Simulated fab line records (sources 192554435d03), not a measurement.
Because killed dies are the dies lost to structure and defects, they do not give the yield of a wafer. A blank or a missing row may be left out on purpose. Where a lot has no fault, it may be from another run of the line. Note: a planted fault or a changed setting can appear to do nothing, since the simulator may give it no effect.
Which tool did it?	flow n5_finfet	Sampling: 24 lots, 72 wafers, 5 of 1938 route steps

WHAT EACH GAUGE READ, for each wafer
N5_BEOL_M11_CD_MEAS_35 targets a cd of 70 nm. Usual: 69.9 nm for cd_nm, sd 0.71.
lot	measured	on	cd_nm (nm)	flag
L075	day 10 21:38	cd_sem-03	70.5 70.0 69.9	
L076	day 10 22:28	cd_sem-02	69.5 70.1 69.3	
L077	day 10 22:56	cd_sem-03	68.2 68.2 69.6	
L074	day 11 10:15	cd_sem-03	69.4 68.8 69.3	
L079	day 11 17:22	cd_sem-01	70.1 69.3 70.3	
L078	day 11 17:25	cd_sem-03	70.0 69.8 70.8	
L080	day 11 19:19	cd_sem-02	69.9 69.7 69.1	
L081	day 12 01:17	cd_sem-03	70.5 70.9 70.5	
L082	day 12 08:48	cd_sem-01	69.5 69.7 68.6	
L083	day 12 21:47	cd_sem-01	68.8 68.9 70.7	
L084	day 13 05:18	cd_sem-03	70.4 69.4 69.6	
L086	day 13 13:44	cd_sem-02	70.7 69.2 69.0	
L085	day 13 13:40	cd_sem-02	70.5 69.1 70.3	
L087	day 14 00:17	cd_sem-01	69.7 70.3 69.9	
L088	day 14 04:11	cd_sem-01	69.8 70.3 70.6	
L089	day 14 05:46	cd_sem-02	69.2 70.4 69.5	
L091	day 14 12:20	cd_sem-01	69.8 70.1 69.4	
L090	day 15 00:10	cd_sem-03	71.4 69.9 70.3	
L094	day 15 02:04	cd_sem-03	69.5 68.5 68.9	
L092	day 15 01:12	cd_sem-03	70.3 70.2 69.9	
L093	day 15 11:13	cd_sem-01	70.2 70.2 70.2	
L095	day 15 13:34	cd_sem-03	68.6 68.7 69.6	
L097	day 16 05:04	cd_sem-02	69.3 69.5 69.9	
L096	day 16 05:16	cd_sem-01	70.0 70.3 70.0	

TOOL THAT RAN EACH LOT (tool first, then ch and the chambers of the sampled wafers, then the start)
lot	N5_BEOL_M10_DEGAS_44	N5_BEOL_M11_HM_DEP_02	N5_BEOL_M11_ETCH_62	N5_BEOL_M11_STRIP_19
L075	pvd_sputter-03, day 10 13:40	pvd_sputter-02, day 10 18:07	rie_diel-02 ch 2,3, day 10 18:41	rie_diel-02 ch 1,2, day 10 18:59
L076	pvd_sputter-01, day 10 16:42	pvd_sputter-01, day 10 19:37	rie_diel-02 ch 1,3, day 10 20:17	rie_diel-02 ch 0,1,2, day 10 20:35
L077	pvd_sputter-01, day 10 16:49	pvd_sputter-01, day 10 19:49	rie_diel-01 ch 0,1,2, day 10 20:22	rie_diel-02 ch 1,3, day 10 20:40
L074	pvd_sputter-02, day 11 04:47	pvd_sputter-03, day 11 07:49	rie_diel-04 ch 0,1,2, day 11 08:34	rie_diel-01 ch 0,2,3, day 11 08:52
L079	pvd_sputter-01, day 11 08:01	pvd_sputter-01, day 11 13:31	rie_diel-04 ch 1,3, day 11 14:04	rie_diel-04 ch 0,1, day 11 14:22
L078	pvd_sputter-03, day 11 08:19	pvd_sputter-03, day 11 13:45	rie_diel-02 ch 2,3, day 11 14:25	rie_diel-02 ch 0,2,3, day 11 14:43
L080	pvd_sputter-03, day 11 11:01	pvd_sputter-01, day 11 17:02	rie_diel-04 ch 1,2, day 11 17:43	rie_diel-01 ch 1,3, day 11 18:01
L081	pvd_sputter-01, day 11 17:43	pvd_sputter-01, day 11 21:26	rie_diel-04 ch 0,2,3, day 11 22:22	rie_diel-02 ch 0,2, day 11 22:41
L082	pvd_sputter-03, day 12 02:56	pvd_sputter-03, day 12 06:26	rie_diel-02 ch 1,2,3, day 12 07:06	rie_diel-01 ch 1,2, day 12 07:24
L083	pvd_sputter-02, day 12 13:58	pvd_sputter-03, day 12 17:00	rie_diel-01 ch 0,1,3, day 12 18:16	rie_diel-01 ch 0,1,2, day 12 18:43
L084	pvd_sputter-02, day 12 22:08	pvd_sputter-01, day 13 01:02	rie_diel-04 ch 0,2,3, day 13 01:43	rie_diel-01 ch 0,2,3, day 13 02:01
L086	pvd_sputter-03, day 13 05:55	pvd_sputter-03, day 13 09:57	rie_diel-02 ch 1,2,3, day 13 10:55	rie_diel-01 ch 1,2, day 13 11:16
L085	pvd_sputter-03, day 13 07:02	pvd_sputter-03, day 13 10:17	rie_diel-04 ch 1,3, day 13 11:00	rie_diel-01 ch 0,1,2, day 13 11:23
L087	pvd_sputter-01, day 13 13:44	pvd_sputter-01, day 13 19:57	rie_diel-02 ch 1,2, day 13 20:34	rie_diel-04 ch 0,1,2, day 13 20:52
L088	pvd_sputter-02, day 13 21:35	pvd_sputter-01, day 14 02:08	rie_diel-02 ch 1,2,3, day 14 02:40	rie_diel-01 ch 1,2,3, day 14 02:58
L089	pvd_sputter-01, day 14 00:23	pvd_sputter-03, day 14 03:34	rie_diel-04 ch 0,1, day 14 04:14	rie_diel-01 ch 1,2, day 14 04:32
L091	pvd_sputter-01, day 14 06:25	pvd_sputter-02, day 14 09:40	rie_diel-02 ch 0,1,2, day 14 10:20	rie_diel-02 ch 0,1,2, day 14 10:39
L090	pvd_sputter-03, day 14 16:41	pvd_sputter-01, day 14 19:50	rie_diel-01 ch 1,2,3, day 14 20:30	rie_diel-01 ch 0,3, day 14 20:48
L094	pvd_sputter-02, day 14 19:11	pvd_sputter-01, day 14 22:24	rie_diel-04 ch 0,2, day 14 23:20	rie_diel-02 ch 1,2, day 14 23:38
L092	pvd_sputter-02, day 14 19:25	pvd_sputter-01, day 14 22:30	rie_diel-01 ch 0,3, day 14 23:20	rie_diel-02 ch 0,1, day 14 23:41
L093	pvd_sputter-01, day 15 00:34	pvd_sputter-02, day 15 05:07	rie_diel-04 ch 0,3, day 15 05:57	rie_diel-04 ch 0,1,3, day 15 06:20
L095	pvd_sputter-02, day 15 06:23	pvd_sputter-01, day 15 11:08	rie_diel-04 ch 0,1,2, day 15 11:40	rie_diel-02 ch 0,1, day 15 11:58
L097	pvd_sputter-03, day 15 22:13	pvd_sputter-01, day 16 01:38	rie_diel-02 ch 1,2,3, day 16 02:22	rie_diel-04 ch 0,1, day 16 02:40
L096	pvd_sputter-03, day 15 22:50	pvd_sputter-03, day 16 02:01	rie_diel-02 ch 1,3, day 16 02:58	rie_diel-01 ch 1,2, day 16 03:16
- N5_BEOL_M10_DEGAS_44: time 60 s.
- N5_BEOL_M11_HM_DEP_02: deposits TiN, target thk 20 nm.
- N5_BEOL_M11_ETCH_62: etches SOC in N2/H2, target depth 110 nm, overetch 22 nm, time 165 s.
- N5_BEOL_M11_STRIP_19: strips in O2.

WHAT THE TOOLS THEMSELVES READ (means of the sampled wafers that have a number; where no wafer has one, the mark that the record gives instead)
N5_BEOL_M10_DEGAS_44. Usual: 326 W for heater_power_w, sd 31.
lot	tool	heater_power_w (W)	flag
L075	pvd_sputter-03	333	
L076	pvd_sputter-01	317	
L077	pvd_sputter-01	340	
L074	pvd_sputter-02	327	
L079	pvd_sputter-01	353	
L078	pvd_sputter-03	313	
L080	pvd_sputter-03	298	
L081	pvd_sputter-01	328	
L082	pvd_sputter-03	297	
L083	pvd_sputter-02	338	
L084	pvd_sputter-02	335	
L086	pvd_sputter-03	342	
L085	pvd_sputter-03	326	
L087	pvd_sputter-01	316	
L088	pvd_sputter-02	322	
L089	pvd_sputter-01	322	
L091	pvd_sputter-01	343	
L090	pvd_sputter-03	318	
L094	pvd_sputter-02	344	
L092	pvd_sputter-02	324	
L093	pvd_sputter-01	320	
L095	pvd_sputter-02	335	
L097	pvd_sputter-03	315	
L096	pvd_sputter-03	311	

N5_BEOL_M11_HM_DEP_02. Usual: 29.5 % for throttle_valve_pct, sd 0.86.
lot	tool	throttle_valve_pct (%)	flag
L075	pvd_sputter-02	30.2	
L076	pvd_sputter-01	29.3	
L077	pvd_sputter-01	29.5	
L074	pvd_sputter-03	29.6	
L079	pvd_sputter-01	28.9	
L078	pvd_sputter-03	29.9	
L080	pvd_sputter-01	28.7	
L081	pvd_sputter-01	28.8	
L082	pvd_sputter-03	29.4	
L083	pvd_sputter-03	30.0	
L084	pvd_sputter-01	29.0	
L086	pvd_sputter-03	30.0	
L085	pvd_sputter-03	30.3	
L087	pvd_sputter-01	29.5	
L088	pvd_sputter-01	29.6	
L089	pvd_sputter-03	29.8	
L091	pvd_sputter-02	30.3	
L090	pvd_sputter-01	29.1	
L094	pvd_sputter-01	29.2	
L092	pvd_sputter-01	29.7	
L093	pvd_sputter-02	29.6	
L095	pvd_sputter-01	29.1	
L097	pvd_sputter-01	29.6	
L096	pvd_sputter-03	29.9	

N5_BEOL_M11_ETCH_62. Usual: drypump_motor_current_A 5.9 A, standard deviation 0.54; oes_product_au 0.65 a.u., standard deviation 0.053; rf_vpp_V 524.1 V, standard deviation 2.5; showerhead_plenum_p_Torr 2.55 Torr, standard deviation 0.086; throttle_valve_pct 17.84 %, standard deviation 0.23.
lot	tool	drypump_motor_current_A (A)	oes_product_au (a.u.)	rf_vpp_V (V)	showerhead_plenum_p_Torr (Torr)	throttle_valve_pct (%)	flag
L075	rie_diel-02	6.1	0.69	526.1	2.62	17.75	
L076	rie_diel-02	5.6	0.62	524.1	2.53	17.91	
L077	rie_diel-01	6.1	0.69	522.6	2.50	17.68	
L074	rie_diel-04	5.7	0.65	523.5	2.56	17.94	
L079	rie_diel-04	5.6	0.70	524.0	2.55	17.84	
L078	rie_diel-02	6.1	0.68	526.7	2.62	17.75	
L080	rie_diel-04	5.2	0.68	523.5	2.55	17.89	
L081	rie_diel-04	6.2	0.62	523.1	2.50	17.80	
L082	rie_diel-02	5.8	0.64	524.7	2.57	17.84	
L083	rie_diel-01	5.9	0.67	523.3	2.51	17.63	
L084	rie_diel-04	6.2	0.62	522.6	2.49	17.82	
L086	rie_diel-02	5.9	0.64	525.3	2.57	17.84	
L085	rie_diel-04	5.5	0.68	523.2	2.54	17.87	
L087	rie_diel-02	5.7	0.65	524.2	2.58	17.75	
L088	rie_diel-02	5.9	0.63	523.8	2.57	17.86	
L089	rie_diel-04	5.8	0.63	525.3	2.62	18.09	
L091	rie_diel-02	5.7	0.69	525.4	2.61	17.80	
L090	rie_diel-01	6.5	0.64	523.0	2.49	17.68	
L094	rie_diel-04	6.0	0.60	524.4	2.56	18.02	
L092	rie_diel-01	5.9	0.63	523.0	2.47	17.49	
L093	rie_diel-04	6.4	0.62	521.9	2.48	17.81	
L095	rie_diel-04	5.6	0.63	522.9	2.55	17.99	
L097	rie_diel-02	5.9	0.62	524.4	2.56	17.88	
L096	rie_diel-02	5.5	0.60	522.5	2.51	17.96	

N5_BEOL_M11_STRIP_19. Usual: drypump_motor_current_A 5.9 A, standard deviation 0.58; oes_product_au 0.78 a.u., standard deviation 0.068; rf_vpp_V 3.6 V, standard deviation 0.62; showerhead_plenum_p_Torr 2.09 Torr, standard deviation 0.061; throttle_valve_pct 16.62 %, standard deviation 0.22.
lot	tool	drypump_motor_current_A (A)	oes_product_au (a.u.)	rf_vpp_V (V)	showerhead_plenum_p_Torr (Torr)	throttle_valve_pct (%)	flag
L075	rie_diel-02	5.9	0.83	4.1	2.17	16.45	
L076	rie_diel-02	5.7	0.84	3.6	2.14	16.50	
L077	rie_diel-02	5.6	0.71	3.6	2.07	16.72	
L074	rie_diel-01	6.1	0.79	3.7	2.05	16.43	
L079	rie_diel-04	5.7	0.76	3.8	2.15	16.75	
L078	rie_diel-02	5.9	0.81	3.5	2.15	16.73	
L080	rie_diel-01	6.3	0.80	3.4	2.11	16.70	
L081	rie_diel-02	6.0	0.87	4.1	2.19	16.49	
L082	rie_diel-01	6.5	0.82	3.8	2.09	16.64	
L083	rie_diel-01	6.1	0.82	3.7	2.06	16.53	
L084	rie_diel-01	6.1	0.77	3.8	2.05	16.46	
L086	rie_diel-01	6.5	0.80	3.1	2.08	16.66	
L085	rie_diel-01	6.1	0.81	4.1	2.06	16.53	
L087	rie_diel-04	5.6	0.74	4.0	2.10	16.76	
L088	rie_diel-01	6.5	0.76	3.7	2.07	16.59	
L089	rie_diel-01	6.7	0.78	3.5	2.05	16.53	
L091	rie_diel-02	5.7	0.81	3.9	2.13	16.53	
L090	rie_diel-01	5.5	0.78	3.2	2.05	16.50	
L094	rie_diel-02	5.6	0.75	3.5	2.10	16.53	
L092	rie_diel-02	5.5	0.77	3.5	2.08	16.57	
L093	rie_diel-04	5.9	0.75	4.1	2.10	16.74	
L095	rie_diel-02	5.5	0.81	3.8	2.10	16.59	
L097	rie_diel-04	5.7	0.72	4.4	2.14	16.83	
L096	rie_diel-01	6.7	0.77	3.3	2.04	16.55	

THE ANSWER, worked out from the rows above alone
Rule: take the mean of a lot's wafers that have a number; if it is more than 3 standard deviations from the usual mean, the lot is off. Also off: a lot with no number at a reading for which 4 or more lots have one. Any other lot the step has rows for is counted as sound. Order of review: gauges by route order, followed by the tools' own readings, for which a lot's mean as printed above is used. At the first step where some lot is off, the reading lying furthest off is the one used; lots without a number count as furthest.
Across all readings shown, no lot is off: no conclusion can be drawn from this.

WHAT THE SIMULATOR HAD PUT IN
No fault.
